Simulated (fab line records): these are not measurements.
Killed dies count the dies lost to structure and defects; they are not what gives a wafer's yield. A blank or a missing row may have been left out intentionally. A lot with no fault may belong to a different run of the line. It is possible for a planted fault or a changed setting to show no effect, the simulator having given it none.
Split-lot study | flow n5 finfet | 7 lots, 21 wafers read, on a route of 1938 steps

## ABOUT THE SPLIT
At N5_BEOL_M8_COAT_22 (resist thk 30 nm), the setting spin rpm was moved away from the recipe's 1500 rpm on 9 of the 21 wafers read, by -10.5% to +10.9%. All remaining wafers had this setting at the recipe value.

## FROM THE SPLIT TO THE READING: what the file shows between them, 3 steps
- N5_BEOL_M8_EBR_24
- N5_BEOL_M8_SOFTBAKE_23: time 60 s
- N5_BEOL_M8_DESCUM_33: chemistry O2, time 7 s

## THE READING
CAR-EUV_of_BEOL_M8_COAT_22.thk nm (the simulator's own value, which no gauge read), in nm, at N5_BEOL_M8_ETCH_72 (etches underlayer in N2/H2, target depth 6.5 nm, time 5.2 s). The file gives no usual value for it. Average 20.3 nm, standard deviation 0.099 nm, over the 12 wafers here run with the recipe.

wafer  | tool, chamber at the split | spin rpm as run, rpm | against the recipe | CAR-EUV_of_BEOL_M8_COAT_22.thk nm, nm | against lot-mates on the recipe
L075.4 | litho track-02, 0          | 1455                 | -3.0%              | 20.6                                  | no lot-mate on the recipe
L075.5 | litho track-02, 0          | 1455                 | -3.0%              | 20.6                                  | no lot-mate on the recipe
L075.6 | litho track-02, 0          | 1455                 | -3.0%              | 20.8                                  | no lot-mate on the recipe
L080.2 | litho track-05, 0          | 1663                 | +10.9%             | 18.8                                  | -1.4
L080.4 | litho track-05, 0          | 1500                 | recipe             | 20.2                                  | -
L080.6 | litho track-05, 0          | 1500                 | recipe             | 20.2                                  | -
L087.1 | litho track-05, 0          | 1500                 | recipe             | 20.2                                  | -
L087.2 | litho track-05, 0          | 1500                 | recipe             | 20.2                                  | -
L087.5 | litho track-05, 0          | 1500                 | recipe             | 20.4                                  | -
L091.1 | litho track-05, 0          | 1500                 | recipe             | 20.4                                  | -
L091.3 | litho track-05, 0          | 1500                 | recipe             | 20.4                                  | -
L091.5 | litho track-05, 0          | 1343                 | -10.5%             | 22                                    | +1.6
L092.2 | litho track-02, 0          | 1500                 | recipe             | 20.4                                  | -
L092.3 | litho track-02, 0          | 1413                 | -5.8%              | 21.2                                  | +0.8
L092.4 | litho track-02, 0          | 1413                 | -5.8%              | 21.2                                  | +0.8
L096.1 | litho track-02, 0          | 1406                 | -6.3%              | 21.4                                  | +1.2
L096.2 | litho track-02, 0          | 1406                 | -6.3%              | 21.2                                  | +1.0
L096.5 | litho track-02, 0          | 1500                 | recipe             | 20.2                                  | -
L095.1 | litho track-05, 0          | 1500                 | recipe             | 20.4                                  | -
L095.4 | litho track-05, 0          | 1500                 | recipe             | 20.2                                  | -
L095.6 | litho track-05, 0          | 1500                 | recipe             | 20.2                                  | -

THE FIT
A straight line over all 21 wafers: CAR-EUV_of_BEOL_M8_COAT_22.thk nm changes by -0.151 nm for each +1% of spin rpm; r = -0.99; the points scatter about the line by 0.11 nm.
The same after taking each lot's own level away (the mean of its wafers on the recipe; 18 wafers): -0.145 nm for each +1%; r = -0.99; scatter 0.1 nm.
Per that fit: largest spin rpm move, reading shift of 1.6 nm.
The span of the lots' own levels, 20.20 to 20.40 nm, comes to 2.0 times the standard deviation stated above.
Consequently the slope shifts little with the lot-to-lot level, the two slopes agreeing.
Check: -1.69 nm against its lot-mates is what the line predicts for one of the wafers moved furthest among these (+10.9%) when that wafer is left out of the fit. It came out at -1.4 nm against them.

## OTHER SPLITS ON THESE WAFERS
These wafers also went through other splits before the reading. Each is held against what the fit with the lots' levels taken away leaves over:
other split on the same wafers   | wafers away from the commonest value | r with CAR-EUV_of_BEOL_M8_COAT_22.thk nm (lot level and that fit taken away)
N5_BEOL_M6_TRENCH_ETCH_37 time s | 7                                    | +0.33
N5_BEOL_M7_DESCUM_33 time s      | 4                                    | -0.19
N5_BEOL_M7_ETCH_66 bias w        | 10                                   | +0.10

## THE WHOLE CHAIN: every reading that the file lists as answering this split, in the file's order
step               | what it does                                                | reading                                                                            | change (the file's fit)               | r (the file's)
N5_BEOL_M8_COAT_22 | resist thk 30 nm                                            | CAR-EUV_of_BEOL_M8_COAT_22.thk nm (the simulator's own value, which no gauge read) | -0.151 nm for each +1% of the setting | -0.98
N5_BEOL_M8_ETCH_72 | etches underlayer in N2/H2, target depth 6.5 nm, time 5.2 s | CAR-EUV_of_BEOL_M8_COAT_22.thk nm (the simulator's own value, which no gauge read) | -0.145 nm for each +1% of the setting | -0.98

## THE FILE'S OWN FIT
CAR-EUV_of_BEOL_M8_COAT_22.thk nm changes by -0.145 nm for each +1% of spin rpm, r = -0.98.
